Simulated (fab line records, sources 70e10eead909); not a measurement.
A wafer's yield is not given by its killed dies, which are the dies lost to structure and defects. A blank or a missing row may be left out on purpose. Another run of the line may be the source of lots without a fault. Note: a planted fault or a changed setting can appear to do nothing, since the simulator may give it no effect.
Chamber matching | flow nand harc | rie diel-13 running NHARC_A_CONTACT_DESCUM_47: 4 sister chambers
The step chemistry O2, time 3 s. 4 wafers are shown with their chamber, then 12 later ones without.

## WAFERS WITH THEIR CHAMBER
wafer  | chamber | drypump motor current A (A)
L088.2 | 2       | 6.4
L091.1 | 3       | 5.4
L091.4 | 1       | 6.2
L091.6 | 0       | 5.0

## WAFERS MISSING THEIR CHAMBER
wafer  | drypump motor current A (A)
L090.3 | 5.5
L090.5 | 5.5
L090.6 | 6.4
L093.1 | 5.0
L093.4 | 6.4
L093.5 | 6.2
L096.1 | 6.2
L096.4 | 5.0
L096.5 | 5.0
L097.2 | 6.2
L097.3 | 5.5
L097.6 | 6.4

## THE CHAMBER EACH PASSED THROUGH
wafer  | from the rows above | in truth
L090.3 | 3                   | 3
L090.5 | 3                   | 3
L090.6 | 2                   | 2
L093.1 | 0                   | 0
L093.4 | 2                   | 2
L093.5 | 1                   | 1
L096.1 | 1                   | 1
L096.4 | 0                   | 0
L096.5 | 0                   | 0
L097.2 | 1                   | 1
L097.3 | 3                   | 3
L097.6 | 2                   | 2
Correct placement for 12 of the 12. Not placeable from these rows: 0. Placed wrongly: 0.
How it was worked out, from the rows above alone: a wafer's distance from a chamber is the root of the sum, over the readings, of the square of ((its reading less the chamber's mean) divided by the reading's scatter). The wafer belongs to the nearest chamber; if the next one is less than 2 further off, it can't be placed. For every chamber, the mean is computed from those of its wafers that are shown. The scatter: root of mean squared gap, hidden wafer to nearest shown wafer, with one shown wafer a chamber.
